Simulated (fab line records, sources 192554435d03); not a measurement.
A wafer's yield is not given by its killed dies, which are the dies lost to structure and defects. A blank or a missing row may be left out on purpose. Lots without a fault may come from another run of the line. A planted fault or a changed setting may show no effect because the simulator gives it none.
2 desks, one fault -- flow n5_finfet -- what lay behind the numbers comes last; until then each desk has only its own

## FROM THE METROLOGY DESK
What the gauges read for every lot (on any tool): the sampled wafers with a number, averaged. Any lot whose mean is over 4 standard deviations away from the usual mean is out of limits and marked OUT; that distance is given in the brackets.
Columns: A = M5_RS at N5_BEOL_M5_RS_MEAS_57, usual 0.388 ohm/sq; B = M6_ILD_THK at N5_BEOL_M6_THK_MEAS_01, usual 154.6 nm
lot,first seen here,A,B
L512,day 8 14:38,0.398,156.4
L513,day 9 07:27,0.394,155.3
L514,day 10 01:49,0.406,154.3
L515,day 10 05:10,0.387,152.3
L516,day 10 06:21,0.385,156.2
L519,day 10 09:50,0.392,154.0
L520,day 10 12:50,0.379,156.4
L518,day 10 19:50,0.380,152.4
L521,day 11 11:03,0.385,152.7
L522,day 11 15:20,0.374,154.5
L524,day 12 10:57,0.378,153.3
L527,day 13 05:13,0.387,155.2
This desk's finding: nothing out of limits on any of the 12 lots.

## DESK OF THE TOOL OWNER: pecvd-02
The tool's own readings at N5_BEOL_M6_PECVD_70 (deposits SiO2 from TEOS/O2, target thk 20 nm, time 22.7 s): means of the sampled wafers that have a number, for each lot that ran on this tool. Any lot whose mean is over 4 standard deviations away from the usual mean is out of limits and marked OUT; that distance is given in the brackets.
Columns: A = heater_power_w at N5_BEOL_M6_PECVD_70, usual 717 W; B = showerhead_plenum_p_Torr at N5_BEOL_M6_PECVD_70, usual 8.78 Torr; C = susceptor_temp_C at N5_BEOL_M6_PECVD_70, usual 400.01 C; D = throttle_valve_pct at N5_BEOL_M6_PECVD_70, usual 21.8 %
lot,first seen here,A,B,C,D
L512,day 8 15:19,716,8.79,399.90,21.1
L513,day 9 08:07,708,8.81,399.80,21.4
L514,day 10 03:07,788,8.78,400.00,21.2
L518,day 10 20:31,683,8.77,400.26,21.7
L521,day 11 11:43,682,8.79,399.70,21.5
L522,day 11 16:00,730,8.78,399.97,21.8
L527,day 13 05:53,828,8.79,403.40 (+15) OUT,21.6
This desk finds L527 out of limits, L527 being first, at day 13 05:53 (susceptor_temp_C at N5_BEOL_M6_PECVD_70). L512, L513, L514, L518, L521, L522: within limits.

## ALL TOGETHER
The tool owner's desk could have raised an alarm at day 13 05:53, on L527.
Metrology desk: nothing out of limits seen.
The metrology desk holds a record of L527, inside its limits.
Every lot named ran N5_BEOL_M6_PECVD_70 on pecvd-02.

## WHAT WAS PUT IN BY THE SIMULATOR
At N5_BEOL_M6_PECVD_70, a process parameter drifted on pecvd-02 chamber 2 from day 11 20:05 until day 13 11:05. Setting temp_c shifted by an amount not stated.
Shown lots that were struck: L527.
Delay in hours, fault start to first out-of-limits reading, by desk: the tool owner's desk at 34.
